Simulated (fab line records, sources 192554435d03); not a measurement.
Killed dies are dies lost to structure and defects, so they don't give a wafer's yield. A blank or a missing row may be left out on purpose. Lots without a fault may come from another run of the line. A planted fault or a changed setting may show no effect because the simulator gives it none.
Which tool did it? | flow n5_finfet | 8 lots, 24 wafers sampled, at 7 steps of a route of 1938

WHAT THE GAUGES READ, wafer by wafer
N5_MOL_CONTACT_COAG_CD_MEAS_08: target cd 28 nm. Usual: cd_nm 28.09 nm, standard deviation 0.25.
lot  | measured     | on        | cd_nm (nm)        | flag
L401 | day 5 16:31  | cd_sem-02 | 27.69 27.50 27.64 |
L405 | day 6 16:01  | cd_sem-01 | 28.04 28.33 28.04 |
L406 | day 6 23:19  | cd_sem-03 | 28.02 28.25 28.06 |
L412 | day 8 11:17  | cd_sem-02 | 25.37 25.56 25.67 | OFF
L413 | day 8 18:44  | cd_sem-03 | 25.80 26.28 26.53 | OFF
L415 | day 9 05:02  | cd_sem-02 | 28.22 28.47 28.53 |
L416 | day 9 09:40  | cd_sem-01 | 28.01 28.01 28.31 |
L420 | day 10 08:21 | cd_sem-02 | 28.07 28.24 28.29 |

N5_MOL_CONTACT_COAG_CD_MEAS_99: target cd 17.2 nm. Usual: cd_nm 17.3 nm, standard deviation 0.4.
lot  | measured     | on        | cd_nm (nm)     | flag
L401 | day 5 17:08  | cd_sem-01 | 16.8 17.4 16.6 |
L405 | day 6 16:32  | cd_sem-01 | 18.3 17.6 17.6 |
L406 | day 6 23:52  | cd_sem-01 | 17.3 17.3 16.6 |
L412 | day 8 11:49  | cd_sem-02 | 14.5 14.4 14.2 | OFF
L413 | day 8 19:16  | cd_sem-01 | 15.0 16.2 15.8 | OFF
L415 | day 9 05:46  | cd_sem-01 | 17.1 17.9 17.9 |
L416 | day 9 10:11  | cd_sem-01 | 17.3 16.5 16.7 |
L420 | day 10 08:55 | cd_sem-02 | 17.4 17.6 17.0 |

N5_BEOL_M4_RC_MEAS_101. Usual: DIBL_N 35.9 mV/V, standard deviation 1.9; DIBL_P 35.8 mV/V, standard deviation 2.4; IOFF_N 0.15 nA/um, standard deviation 0.031; IOFF_P 0.21 nA/um, standard deviation 0.037; ION_N 672 uA/um, standard deviation 13; ION_P 462 uA/um, standard deviation 8.3; RC_DENSE_N 18.8 ohm.um, standard deviation 0.45; RC_DENSE_P 23.5 ohm.um, standard deviation 0.57; RC_N 15.3 ohm.um, standard deviation 0.36; RC_P 19.2 ohm.um, standard deviation 0.45; SS_N 71.5 mV/dec, standard deviation 0.72; SS_P 73.2 mV/dec, standard deviation 0.67; VT_N 250 mV, standard deviation 3.4; VT_P -250 mV, standard deviation 3.4.
lot  | measured     | on        | DIBL_N (mV/V)  | DIBL_P (mV/V)  | IOFF_N (nA/um) | IOFF_P (nA/um) | ION_N (uA/um) | ION_P (uA/um) | RC_DENSE_N (ohm.um) | RC_DENSE_P (ohm.um) | RC_N (ohm.um)  | RC_P (ohm.um)  | SS_N (mV/dec)  | SS_P (mV/dec)  | VT_N (mV)   | VT_P (mV)      | flag
L401 | day 9 12:59  | prober-01 | 37.3 36.3 36.6 | 37.0 33.6 35.0 | 0.16 0.15 0.14 | 0.24 0.19 0.21 | 672 658 661   | 469 450 461   | 19.0 18.2 18.9      | 23.6 23.0 23.9      | 15.6 14.9 15.6 | 19.2 18.7 19.7 | 71.5 72.1 72.0 | 73.0 73.0 73.7 | 253 252 251 | -246 -252 -251 |
L405 | day 9 13:34  | prober-02 | 36.2 39.5 36.9 | 38.6 41.0 38.6 | 0.18 0.23 0.18 | 0.23 0.26 0.21 | 695 689 679   | 470 451 456   | 17.8 18.6 18.4      | 22.3 23.4 22.8      | 14.5 15.2 15.0 | 18.0 18.9 18.6 | 72.5 73.2 72.7 | 73.3 75.1 74.0 | 245 245 248 | -250 -253 -254 |
L406 | day 10 04:37 | prober-02 | 37.3 40.0 34.2 | 35.6 39.7 33.6 | 0.15 0.20 0.11 | 0.20 0.27 0.18 | 661 683 652   | 455 464 455   | 18.4 18.8 19.5      | 23.0 23.6 24.4      | 15.0 15.2 16.0 | 18.9 19.2 20.1 | 72.2 73.4 71.5 | 73.8 73.9 72.0 | 252 248 255 | -250 -249 -252 |
L412 | day 11 16:10 | prober-01 | 38.7 38.1 36.4 | 40.9 38.9 37.9 | 0.24 0.21 0.17 | 0.30 0.25 0.22 | 684 664 678   | 469 460 465   | 24.8 24.3 25.0      | 31.3 30.3 31.8      | 19.8 19.4 20.2 | 25.2 24.7 25.3 | 72.6 72.7 71.6 | 73.3 72.8 74.0 | 244 247 251 | -245 -244 -247 | OFF
L413 | day 12 00:19 | prober-01 | 35.3 35.6 34.8 | 36.0 35.1 35.6 | 0.14 0.14 0.13 | 0.21 0.19 0.20 | 670 665 662   | 470 458 458   | 22.5 20.7 21.4      | 28.2 25.9 27.3      | 18.0 16.7 17.4 | 22.8 21.2 22.1 | 70.9 70.4 71.4 | 73.6 73.2 72.9 | 251 252 254 | -248 -250 -251 | OFF
L415 | day 12 23:16 | prober-01 | 35.1 38.3 37.1 | 33.9 38.0 36.6 | 0.13 0.18 0.16 | 0.17 0.23 0.20 | 674 693 674   | 463 480 455   | 19.5 18.9 18.5      | 24.3 23.9 23.2      | 16.0 15.5 15.1 | 19.9 19.5 18.8 | 71.7 71.4 72.0 | 72.8 73.7 73.1 | 254 250 251 | -256 -249 -253 |
L416 | day 12 12:03 | prober-01 | 36.3 33.1 34.3 | 34.0 30.0 32.4 | 0.16 0.10 0.12 | 0.20 0.14 0.17 | 682 656 669   | 465 453 461   | 18.6 19.5 19.3      | 23.1 24.5 24.0      | 15.2 15.9 15.9 | 18.9 19.7 19.8 | 71.4 71.2 70.8 | 73.8 72.4 72.6 | 250 254 252 | -250 -253 -255 |
L420 | day 14 01:53 | prober-02 | 34.6 36.8 36.9 | 33.6 35.7 35.7 | 0.13 0.17 0.16 | 0.20 0.23 0.23 | 674 690 682   | 473 475 473   | 19.2 18.8 19.5      | 23.5 23.6 24.3      | 15.6 15.4 15.6 | 19.2 19.0 19.7 | 70.6 71.4 71.3 | 72.7 73.0 72.5 | 250 249 253 | -251 -247 -247 |

WHICH TOOL RAN EACH LOT (tool, then ch and the chambers of the sampled wafers, then the start)
lot  | N5_GATE_CUT_VAPOR_ETCH_48         | N5_MOL_CONTACT_COAG_EXPOSE_05     | N5_MOL_CONTACT_COAG_DESCUM_13     | N5_MOL_CONTACT_COAG_ETCH_59
L401 | rie_metal-01 ch 0,1, day 5 13:13  | euv_scanner-02 ch 0, day 5 16:23  | rie_diel-05 ch 2,3, day 5 16:45   | rie_diel-05 ch 2,3, day 5 16:47
L405 | rie_metal-02 ch 0,1, day 6 12:56  | euv_scanner-02 ch 0, day 6 15:54  | rie_diel-05 ch 0,2, day 6 16:08   | rie_diel-05 ch 0,2, day 6 16:10
L406 | rie_metal-01 ch 1, day 6 20:14    | euv_scanner-02 ch 0, day 6 23:12  | rie_diel-05 ch 0,1,3, day 6 23:28 | rie_diel-05 ch 0,1,3, day 6 23:30
L412 | rie_metal-01 ch 0,1, day 8 08:11  | euv_scanner-02 ch 0, day 8 11:10  | rie_diel-05 ch 1,2,3, day 8 11:25 | rie_diel-05 ch 1,2,3, day 8 11:26
L413 | rie_metal-01 ch 0,1, day 8 14:23  | euv_scanner-02 ch 0, day 8 18:37  | rie_diel-06 ch 0,1, day 8 18:52   | rie_diel-06 ch 0,1, day 8 18:54
L415 | rie_metal-03 ch 0,1, day 9 01:56  | euv_scanner-01 ch 0, day 9 04:55  | rie_diel-05 ch 0,1,2, day 9 05:22 | rie_diel-05 ch 0,1,2, day 9 05:23
L416 | rie_metal-02 ch 0,1, day 9 06:16  | euv_scanner-01 ch 0, day 9 09:32  | rie_diel-04 ch 1,3, day 9 09:47   | rie_diel-04 ch 1,3, day 9 09:49
L420 | rie_metal-01 ch 0,1, day 10 05:08 | euv_scanner-01 ch 0, day 10 08:14 | rie_diel-04 ch 0,2, day 10 08:31  | rie_diel-04 ch 0,2, day 10 08:33
- N5_GATE_CUT_VAPOR_ETCH_48: etches TiN in BCl3/Cl2.
- N5_MOL_CONTACT_COAG_EXPOSE_05: exposes mask CA, defocus 0 nm.
- N5_MOL_CONTACT_COAG_DESCUM_13: chemistry O2, time 7 s.
- N5_MOL_CONTACT_COAG_ETCH_59: etches underlayer in N2/H2, target depth 13 nm, time 10.4 s.

WHAT THE TOOLS THEMSELVES READ (means of the sampled wafers that have a number; where no wafer has one, the mark that the record gives instead)
N5_GATE_CUT_VAPOR_ETCH_48. Usual: drypump_motor_current_A 5.46 A, standard deviation 0.27; oes_product_au 0.83 a.u., standard deviation 0.086.
lot  | tool         | drypump_motor_current_A (A) | oes_product_au (a.u.) | flag
L401 | rie_metal-01 | 5.29                        | 0.88                  |
L405 | rie_metal-02 | 5.67                        | 0.89                  |
L406 | rie_metal-01 | 5.19                        | 0.83                  |
L412 | rie_metal-01 | 5.23                        | 0.83                  |
L413 | rie_metal-01 | 5.29                        | 0.86                  |
L415 | rie_metal-03 | 5.73                        | 0.79                  |
L416 | rie_metal-02 | 5.59                        | 0.81                  |
L420 | rie_metal-01 | 5.24                        | 0.82                  |

N5_MOL_CONTACT_COAG_EXPOSE_05. Usual: exposure_dose_mJ_cm2 38.09, standard deviation 0.071; focus_offset_nm 0.0 nm, standard deviation 0.5.
lot  | tool           | exposure_dose_mJ_cm2 | focus_offset_nm (nm) | flag
L401 | euv_scanner-02 | 38.03                | 0.5                  |
L405 | euv_scanner-02 | 38.07                | 0.4                  |
L406 | euv_scanner-02 | 38.00                | 0.1                  |
L412 | euv_scanner-02 | 34.36                | -0.4                 | OFF
L413 | euv_scanner-02 | 35.09                | -0.0                 | OFF
L415 | euv_scanner-01 | 38.14                | -0.7                 |
L416 | euv_scanner-01 | 38.16                | -0.1                 |
L420 | euv_scanner-01 | 38.13                | 0.1                  |

N5_MOL_CONTACT_COAG_DESCUM_13. Usual: drypump_motor_current_A 5.7 A, standard deviation 0.51; o2_flow_sccm 224.9 sccm, standard deviation 0.64; oes_product_au 0.78 a.u., standard deviation 0.083; rf_vpp_V 242.6 V, standard deviation 1.5; showerhead_plenum_p_Torr 2.06 Torr, standard deviation 0.074; throttle_valve_pct 20.53 %, standard deviation 0.18.
lot  | tool        | drypump_motor_current_A (A) | o2_flow_sccm (sccm) | oes_product_au (a.u.) | rf_vpp_V (V) | showerhead_plenum_p_Torr (Torr) | throttle_valve_pct (%) | flag
L401 | rie_diel-05 | 5.8                         | 225.0               | 0.79                  | 243.6        | 2.10                            | 20.41                  |
L405 | rie_diel-05 | 6.2                         | 224.8               | 0.79                  | 243.2        | 2.10                            | 20.46                  |
L406 | rie_diel-05 | 5.8                         | 224.2               | 0.75                  | 242.2        | 2.06                            | 20.62                  |
L412 | rie_diel-05 | 6.0                         | 225.1               | 0.77                  | 242.8        | 2.05                            | 20.48                  |
L413 | rie_diel-06 | 6.1                         | 225.1               | 0.69                  | 242.5        | 2.01                            | 20.60                  |
L415 | rie_diel-05 | 6.1                         | 224.9               | 0.75                  | 243.3        | 2.05                            | 20.60                  |
L416 | rie_diel-04 | 5.2                         | 225.6               | 0.77                  | 242.5        | 2.05                            | 20.69                  |
L420 | rie_diel-04 | 5.3                         | 224.9               | 0.70                  | 244.9        | 2.17                            | 20.55                  |

N5_MOL_CONTACT_COAG_ETCH_59. Usual: drypump_motor_current_A 5.8 A, standard deviation 0.51; etch_rf_on_time_s 10.28 s, standard deviation 0.28; oes_product_au 0.67 a.u., standard deviation 0.073; rf_vpp_V 522.7 V, standard deviation 2.5; showerhead_plenum_p_Torr 2.50 Torr, standard deviation 0.093; throttle_valve_pct 17.94 %, standard deviation 0.24.
lot  | tool        | drypump_motor_current_A (A) | etch_rf_on_time_s (s) | oes_product_au (a.u.) | rf_vpp_V (V) | showerhead_plenum_p_Torr (Torr) | throttle_valve_pct (%) | flag
L401 | rie_diel-05 | 5.8                         | 9.95                  | 0.69                  | 523.4        | 2.54                            | 17.68                  |
L405 | rie_diel-05 | 6.2                         | 10.31                 | 0.68                  | 523.9        | 2.55                            | 17.92                  |
L406 | rie_diel-05 | 5.8                         | 10.04                 | 0.65                  | 522.2        | 2.49                            | 18.01                  |
L412 | rie_diel-05 | 6.0                         | 10.06                 | 0.66                  | 523.4        | 2.49                            | 17.87                  |
L413 | rie_diel-06 | 6.2                         | 10.58                 | 0.59                  | 521.1        | 2.44                            | 18.11                  |
L415 | rie_diel-05 | 6.1                         | 10.24                 | 0.65                  | 522.6        | 2.50                            | 18.08                  |
L416 | rie_diel-04 | 5.2                         | 10.04                 | 0.66                  | 523.0        | 2.49                            | 18.11                  |
L420 | rie_diel-04 | 5.3                         | 10.70                 | 0.60                  | 526.1        | 2.63                            | 18.01                  |

THE ANSWER, worked out from the rows above alone
Rule: a lot is off if the mean of its wafers that have a number lies more than 3 standard deviations from the usual mean. A lot without any number at a reading at which 4 lots or more have one is off too. The other lots that the step has rows for count as sound. The gauges are gone through in route order, then the tools' own readings, and for those a lot's mean is taken as printed above. The first step at which some lot is off is used, and at that step the reading that is off furthest; a lot without a number counts as furthest.
Off: L412, L413, at N5_MOL_CONTACT_COAG_CD_MEAS_08 (cd_nm).
A tool fits if, at a process step before that reading, it ran every lot that is off, and no sound lot after the first of them. The gauges at N5_MOL_CONTACT_COAG_CD_MEAS_08 aren't tried: what is off there is off at N5_BEOL_M4_RC_MEAS_101 too, on other tools, and a gauge's error can't cause that. One fits: euv_scanner-02 at N5_MOL_CONTACT_COAG_EXPOSE_05. Its last sound lot is L406 (day 6 23:12), its first lot that is off L412 (day 8 11:10): a fault that began between those two fits.
The tool's own readings at N5_MOL_CONTACT_COAG_EXPOSE_05 bear it out: on the lots that are off they differ by more than 5 times the standard deviation of the sound lots' means. exposure_dose_mJ_cm2 reads 34.73 there against 38.09 on the sound lots.

WHAT THE SIMULATOR HAD PUT IN
Process parameter drift: euv_scanner-02, from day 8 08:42 on, at N5_MOL_CONTACT_COAG_EXPOSE_05. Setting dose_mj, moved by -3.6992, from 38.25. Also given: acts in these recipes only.
Lots struck among those shown: L412, L413. The rule above found the same.
